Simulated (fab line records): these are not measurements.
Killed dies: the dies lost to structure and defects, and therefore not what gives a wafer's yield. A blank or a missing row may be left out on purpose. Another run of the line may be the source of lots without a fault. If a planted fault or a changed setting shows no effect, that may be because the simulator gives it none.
fab line records	flow nand_harc	part 2 of 2: steps 4 to 6 of 6
record lots=18	wafers=54	last_day=33
route steps=1302 shown A_STAIRCASE@767
lots untouched by any fault: they come from a run of this same line in which no faults occurred
start_h: the number of hours between the record's first day and the start of the first shown wafer of the lot	wait_h: how many hours have passed since the lot's step before this one	" identical to the entry in the row above	L1.1+2: several wafers, shown together as one row	- value missing, or start not given	* or withheld: withheld	< > ~ a bound
route shown NAME@n: a module of which the file shows steps, and the number in the route of the first	usual: mean/standard deviation taken from wafers without a fault	same: alike in all rows	chamber/n: place in a boat	sites: readings site by site	_std_site: their standard deviation	_edge_site: inner sites' mean taken away from outer sites' mean	radius_mm: for every site, how far away it sits from the centre of the wafer	mask NAME#n: copy n	behind: the last tool/chamber to shape the wafer	hold: the reason the lot was held/the length of the hold in hours/how it ended	device: the transistor (n, p or np) that didn't switch	end of line: the same wafers' tests at the end of the route	a step given without rows: its recipe and nothing more	killed: the dies lost at the first sort to structure and to defects; this is not the yield of the wafer	map: shows each die of a wafer: x if killed, . if not, _ if none is there
set.NAME: the setting that was run; set.NAME@STEP: the one run at that earlier step	model.NAME: the simulator's own value behind a step, which no gauge read
one table for each step of the route and one row for each wafer, over a sample of lots
services: a tool's chamber out of use, with start hour (start_h, from the record's first day; less than 0 if before it), hours out, and reason
## steps
# step NHARC_A_STAIRCASE_ETCH_451
# recipe target_depth_a=300	overetch_a=30	time_s=16.5	ion_energy_ev=100	cf4_flow_sccm=80	o2_flow_sccm=20	ar_flow_sccm=0	rf_w=300	bias_w=100	chemistry=CF4/O2
# usual bias_w=100.05/0.28	drypump_motor_current_A=5.6/0.42	mfc_ar_sccm=0.009/0.011	oes_product_au=0.997/0.012	rf_fwd_power_W=294.2/1.7	rf_vpp_V=197.4/1.1	showerhead_plenum_p_Torr=1.32/0.033	throttle_valve_pct=13.397/0.0087
# same time_s=16.5
lot.wafer	tool	chamber	start_h	wait_h	bias_w	drypump_motor_current_A	mfc_ar_sccm	oes_product_au	rf_fwd_power_W	rf_hours_counter_h	rf_vpp_V	showerhead_plenum_p_Torr	throttle_valve_pct
L074.4	rie_diel-08	0	-	-	100.06	5.5	0.027	0.977	293.5	52	197.7	1.33	13.385
L074.3	"	3	"	"	100.00	5.9	0.002	1.001	295.1	56	196.2	1.30	13.391
L074.5	"	0	"	"	99.99	5.4	0.027	0.973	293.9	-	199.0	1.33	13.395
L076.4	rie_diel-07	2	-	-	99.80	5.4	0	1.013	294.2	27	199.9	1.41	13.389
L076.1	"	3	"	"	100.49	5.0	0.029	1.008	294.2	20	197.8	1.32	13.391
L076.5	"	3	"	"	99.93	5.0	0.029	0.998	294.1	-	197.8	1.32	13.405
L078.1	rie_diel-07	0	-	-	100.08	6.3	0.019	0.992	292.9	34	195.6	1.30	13.403
L078.2	"	1	"	"	100.09	6.1	0	0.994	295.1	33	197.6	1.31	13.403
L078.5	"	3	"	"	100.54	5.0	0.029	1.002	293.6	-	197.3	1.32	13.384
L077.2	rie_diel-07	3	-	-	100.08	5.0	0.029	0.995	293.0	27	197.8	1.32	13.403
L077.1	"	0	"	"	100.02	6.3	0.019	0.994	295.4	36	196.1	1.30	13.386
L077.5	"	1	"	"	100.39	6.1	0	0.988	296.6	-	197.6	1.31	13.385
L080.4	rie_diel-07	1	-	-	100.09	6.1	0	0.971	296.5	40	197.7	1.31	13.411
L080.5	"	0	"	"	99.75	6.3	0.019	0.980	294.6	-	195.8	1.30	13.398
L080.6	"	1	"	"	100.11	6.1	0	0.976	296.6	-	198.6	1.31	13.387
L083.3	rie_diel-11	3	-	-	99.84	5.1	0	1.014	295.8	9	197.9	1.33	13.396
L083.1	"	1	"	"	100.18	5.8	0	1.013	295.5	8	196.8	1.31	13.387
L083.6	"	2	"	"	100.22	5.3	0.009	0.992	296.4	-	197.4	1.30	13.401
L082.4	rie_diel-11	2	-	-	99.84	5.4	0.009	0.997	295.6	10	195.9	1.30	13.380
L082.2	"	3	"	"	100.42	5.1	0	1.008	294.1	11	196.4	1.33	13.414
L082.1	"	1	"	"	100.23	5.8	0	0.998	296.9	10	197.6	1.31	13.410
L081.4	rie_diel-11	2	474.10	-	100.02	5.3	0.009	0.984	296.6	11	198.6	1.30	13.385
L081.2	"	3	"	"	99.90	5.1	0	1.001	294.9	12	198.5	1.33	13.396
L081.5	"	1	"	"	100.64	5.8	0	1.008	295.4	-	197.9	1.30	13.389
L086.1	rie_diel-11	1	-	-	100.42	5.9	0	1.003	296.1	18	197.5	1.30	13.389
L086.2	"	2	"	"	99.78	5.3	0.009	0.979	295.1	19	198.8	1.30	13.389
L086.5	"	1	"	"	99.55	5.8	0	0.986	296.0	-	196.1	1.30	13.395
L087.2	rie_diel-07	1	-	-	99.46	6.1	0	0.998	295.8	4	196.3	1.30	13.388
L087.1	"	3	"	"	100.10	5.0	0.029	1.004	293.6	6	197.0	1.31	13.402
L087.6	"	1	"	"	99.12	6.1	0	0.999	295.0	-	195.8	1.30	13.407
L089.4	rie_diel-11	3	-	-	100.18	5.1	0	1.011	296.0	33	197.6	1.32	13.393
L089.2	"	2	"	"	100.04	5.4	0.009	0.989	296.4	32	197.3	1.30	13.399
L089.6	"	3	"	"	100.42	5.1	0	1.001	295.1	-	198.6	1.32	13.408
L090.3	rie_diel-07	3	-	-	100.08	5.0	0.029	1.018	293.7	16	197.4	1.31	13.397
L090.1	"	0	"	"	99.94	6.3	0.019	0.979	292.9	17	197.3	1.29	13.403
L090.2	"	1	"	"	100.10	6.1	0	0.995	296.3	15	196.2	1.30	13.384
L091.3	rie_diel-07	0	-	-	100.22	6.3	0.019	0.969	293.4	25	196.9	1.29	13.407
L091.6	"	0	"	"	100.19	6.2	0.019	0.976	296.0	-	195.2	1.29	13.394
L091.5	"	2	"	"	100.65	5.4	0	1.008	294.0	-	198.9	1.40	13.388
L092.4	rie_diel-08	1	-	-	100.18	5.6	0.008	0.985	293.5	42	196.6	1.32	13.395
L092.2	"	3	"	"	100.17	5.9	0.002	1.000	294.6	49	197.1	1.29	13.387
L092.1	"	0	"	"	99.93	5.4	0.027	0.989	295.7	47	199.5	1.32	13.396
L093.4	rie_diel-07	2	-	-	99.77	5.4	0	1.004	293.7	27	198.8	1.40	13.375
L093.5	"	0	"	"	99.85	6.2	0.019	0.980	293.9	-	197.1	1.29	13.385
L093.6	"	1	"	"	99.78	6.1	0	0.999	297.2	-	196.1	1.30	13.403
L094.2	rie_diel-08	1	-	-	100.45	5.6	0.008	0.995	292.6	4	197.2	1.32	13.410
L094.5	"	2	"	"	100.23	6.2	0.019	0.995	291.3	-	196.3	1.30	13.388
L094.6	"	3	"	"	99.75	5.9	0.002	0.994	296.7	-	196.5	1.29	13.404
L095.1	rie_diel-11	3	-	-	100.23	5.1	0	1.002	294.6	63	197.7	1.32	13.380
L095.2	"	0	"	"	100.65	5.7	0	0.986	292.0	56	196.8	1.32	13.407
L095.6	"	3	"	"	100.06	5.1	0	1.012	295.7	-	197.8	1.32	13.400
L097.4	rie_diel-07	0	-	-	99.89	6.2	0.019	0.993	293.8	38	196.1	1.29	13.395
L097.3	"	2	"	"	99.72	5.4	0	1.009	294.6	34	197.9	1.40	13.402
L097.1	"	3	"	"	99.89	5.0	0.029	1.011	292.3	31	197.2	1.31	13.395
# step NHARC_A_STAIRCASE_DEP_280
# recipe target_thk_a=300	target_thk_nm=30	temp_c=400	pressure_torr=3.5	flow_sccm=200	rf_w=350	material=SiON
# usual heater_power_w=723/74	rf_fwd_power_W=348.5/1.3
lot.wafer	tool	chamber	start_h	wait_h	heater_power_w	rf_fwd_power_W
L074.3	pecvd-03	2	382.68	1.0	621	348.2
L074.4	"	1	"	"	617	347.7
L074.5	"	0	"	"	711	349.3
L076.1	pecvd-01	0	392.73	1.6	720	345.2
L076.5	"	0	"	"	738	346.7
L076.4	"	1	"	"	799	350.1
L078.2	pecvd-01	0	411.93	1.3	634	349.4
L078.1	"	2	"	"	723	346.9
L078.5	"	2	"	"	689	347.5
L077.2	pecvd-03	0	414.67	1.4	760	348.8
L077.1	"	1	"	"	640	348.6
L077.5	"	1	"	"	647	348.6
L080.6	pecvd-02	2	434.12	0.1	687	350.4
L080.4	"	0	"	"	861	349.7
L080.5	"	1	"	"	831	346.6
L083.3	pecvd-02	2	470.90	1.0	658	348.9
L083.1	"	0	"	"	807	348.9
L083.6	"	1	"	"	869	346.7
L082.2	pecvd-01	0	479.82	1.3	701	349.1
L082.1	"	1	"	"	680	350.5
L082.4	"	2	"	"	674	349.2
L081.2	pecvd-01	0	481.66	1.3	736	349.2
L081.5	"	0	"	"	716	348.3
L081.4	"	1	"	"	827	347.3
L086.1	pecvd-01	1	507.62	1.6	788	348.6
L086.2	"	2	"	"	608	348.9
L086.5	"	2	"	"	619	348.4
L087.1	pecvd-01	1	509.40	1.6	812	348.5
L087.2	"	2	"	"	702	347.8
L087.6	"	1	"	"	824	348.0
L090.2	pecvd-02	0	537.36	1.4	833	350.2
L090.3	"	1	"	"	805	347.0
L090.1	"	2	"	"	690	349.5
L089.2	pecvd-02	0	539.10	1.3	743	349.3
L089.6	"	2	"	"	647	348.7
L089.4	"	1	"	"	817	346.5
L092.1	pecvd-02	2	556.43	1.6	668	349.0
L092.2	"	0	"	"	733	350.8
L092.4	"	2	"	"	703	347.7
L091.3	pecvd-02	2	556.60	1.1	580	348.4
L091.5	"	2	"	"	607	348.0
L091.6	"	0	"	"	758	349.9
L093.4	pecvd-03	2	572.25	0.8	612	345.9
L093.5	"	0	"	"	735	349.1
L093.6	"	1	"	"	614	351.0
L094.2	pecvd-02	1	589.17	1.3	751	349.0
L094.6	"	0	"	"	766	348.4
L094.5	"	2	"	"	726	348.0
L095.2	pecvd-03	2	592.99	1.4	630	349.8
L095.1	"	0	"	"	760	349.1
L095.6	"	1	"	"	645	346.3
L097.1	pecvd-01	2	600.91	1.6	708	348.3
L097.3	"	0	"	"	737	348.6
L097.4	"	2	"	"	726	348.5
# step NHARC_A_STAIRCASE_DESCUM_291
# recipe time_s=3	o2_flow_sccm=200	ar_flow_sccm=0	bias_power_w=0	chemistry=O2
# usual drypump_motor_current_A=5.7/0.41	mfc_ar_sccm=0.008/0.01	oes_product_au=0.999/0.011	rf_vpp_V=57.6/0.91	showerhead_plenum_p_Torr=1.89/0.044	throttle_valve_pct=11.313/0.0085
# same time_s=3
lot.wafer	tool	chamber	start_h	wait_h	drypump_motor_current_A	mfc_ar_sccm	oes_product_au	rf_hours_counter_h	rf_vpp_V	showerhead_plenum_p_Torr	throttle_valve_pct
L074.4	rie_diel-07	2	383.51	-	5.4	0	1.016	23	56.8	2.03	11.306
L074.3	"	0	"	"	6.3	0.019	1.003	26	57.1	1.86	11.311
L074.5	"	1	"	"	6.1	0	0.985	-	57.4	1.88	11.308
L076.4	rie_diel-07	2	393.70	-	5.4	0	1.022	30	58.9	2.03	11.303
L076.1	"	3	"	"	5.0	0.029	1.004	23	57.0	1.89	11.321
L076.5	"	0	"	"	6.3	0.019	1.005	-	56.6	1.86	11.322
L078.1	rie_diel-07	1	412.99	-	6.1	0	0.993	37	58.2	1.88	11.330
L078.2	"	3	"	"	5.0	0.029	1.007	29	56.4	1.89	11.313
L078.5	"	1	"	"	6.1	0	0.986	-	58.3	1.88	11.324
L077.2	rie_diel-11	0	415.66	-	5.8	0	0.971	46	57.8	1.91	11.312
L077.1	"	2	"	"	5.4	0.009	1.006	54	59.9	1.87	11.324
L077.5	"	0	"	"	5.7	0	0.978	-	57.8	1.91	11.323
L080.4	rie_diel-07	1	435.02	-	6.1	0	0.984	42	57.6	1.87	11.314
L080.5	"	0	"	"	6.2	0.019	1.002	-	57.4	1.86	11.310
L080.6	"	1	"	"	6.1	0	0.980	-	58.3	1.87	11.312
L083.1	rie_diel-07	2	471.85	-	5.5	0	1.030	50	58.3	2.02	11.312
L083.3	"	3	"	"	5.0	0.029	1.008	46	56.4	1.88	11.312
L083.6	"	3	"	"	5.0	0.029	1.015	-	57.0	1.88	11.315
L082.2	rie_diel-08	2	480.78	-	6.2	0.019	0.990	27	57.2	1.87	11.331
L082.4	"	3	"	"	5.9	0.002	0.997	32	56.7	1.85	11.316
L082.1	"	1	"	"	5.6	0.008	0.990	30	57.7	1.89	11.312
L081.2	rie_diel-11	1	482.53	-	5.8	0	0.998	14	57.5	1.87	11.313
L081.4	"	2	"	"	5.4	0.009	0.983	15	57.5	1.86	11.305
L081.5	"	1	"	"	5.8	0	1.006	-	57.7	1.87	11.304
L086.1	rie_diel-11	2	508.60	-	5.4	0.009	0.993	21	57.1	1.86	11.314
L086.2	"	0	"	"	5.7	0	0.991	21	57.6	1.90	11.305
L086.5	"	2	"	"	5.3	0.009	0.990	-	58.0	1.86	11.303
L087.2	rie_diel-11	2	510.40	-	5.4	0.009	0.985	22	57.0	1.86	11.308
L087.1	"	0	"	"	5.7	0	0.986	22	56.1	1.90	11.308
L087.6	"	1	"	"	5.8	0	0.994	-	56.4	1.87	11.302
L090.3	rie_diel-11	3	538.23	-	5.1	0	1.006	42	59.5	1.89	11.307
L090.2	"	0	"	"	5.7	0	0.990	39	58.1	1.89	11.302
L090.1	"	1	"	"	5.8	0	1.000	36	56.9	1.86	11.312
L089.4	rie_diel-08	1	540.05	-	5.7	0.008	0.973	39	58.6	1.89	11.308
L089.2	"	0	"	"	5.4	0.027	0.994	42	57.7	1.89	11.312
L089.6	"	1	"	"	5.6	0.008	0.984	-	57.1	1.89	11.310
L092.1	rie_diel-11	1	557.94	-	5.8	0	1.001	42	57.9	1.86	11.329
L092.2	"	3	"	"	5.1	0	1.010	52	59.5	1.89	11.313
L092.4	"	0	"	"	5.7	0	0.998	46	56.7	1.89	11.301
L091.3	rie_diel-11	2	557.99	-	5.3	0.009	0.998	48	58.4	1.85	11.286
L091.5	"	2	"	"	5.4	0.009	1.009	-	57.3	1.85	11.309
L091.6	"	3	"	"	5.1	0	1.013	-	56.6	1.89	11.318
L093.4	rie_diel-11	3	573.04	-	5.1	0	1.015	56	56.8	1.89	11.310
L093.5	"	1	"	"	5.9	0	1.009	-	57.6	1.86	11.318
L093.6	"	2	"	"	5.4	0.009	0.999	-	56.0	1.85	11.297
L094.2	rie_diel-11	1	590.01	-	5.8	0	1.008	52	56.2	1.86	11.317
L094.5	"	2	"	"	5.3	0.009	0.995	-	57.6	1.85	11.308
L094.6	"	3	"	"	5.1	0	1.015	-	58.1	1.89	11.308
L095.1	rie_diel-07	0	593.86	-	6.3	0.019	1.000	37	57.3	1.84	11.314
L095.2	"	1	"	"	6.1	0	0.998	33	58.0	1.86	11.307
L095.6	"	0	"	"	6.3	0.019	0.986	-	56.7	1.84	11.309
L097.4	rie_diel-08	0	601.77	-	5.4	0.027	1.000	13	59.9	1.88	11.298
L097.1	"	1	"	"	5.7	0.008	0.988	16	58.0	1.89	11.310
L097.3	"	2	"	"	6.2	0.019	1.004	14	58.6	1.86	11.298
## services
tool	chamber	start_h	hours	kind
pecvd-03	-	366.41	13.0	pm
rie_diel-11	-	369.59	0.5	repair
rie_diel-08	-	376.42	9.0	pm
pecvd-02	-	384.86	1.8	repair
pecvd-03	-	404.03	4.1	repair
pecvd-02	-	408.63	13.0	pm
pecvd-01	1	408.90	5.2	repair
rie_diel-07	2	409.37	8.9	repair
rie_diel-11	-	432.55	9.0	pm
pecvd-02	2	440.83	4.9	repair
rie_diel-08	0	456.02	8.7	repair
rie_diel-07	-	474.08	9.0	pm
pecvd-01	-	493.39	13.0	pm
rie_diel-08	3	508.36	2.5	repair
rie_diel-08	2	527.73	2.6	repair
pecvd-03	-	536.67	0.9	repair
rie_diel-07	3	537.09	21.7	repair
pecvd-03	-	539.12	0.2	repair
rie_diel-08	-	553.42	9.0	pm
pecvd-02	-	557.37	0.8	repair
pecvd-02	-	559.03	27.6	repair
pecvd-01	-	561.55	0.9	repair
pecvd-02	-	589.63	13.0	pm
rie_diel-07	3	597.56	16.1	repair
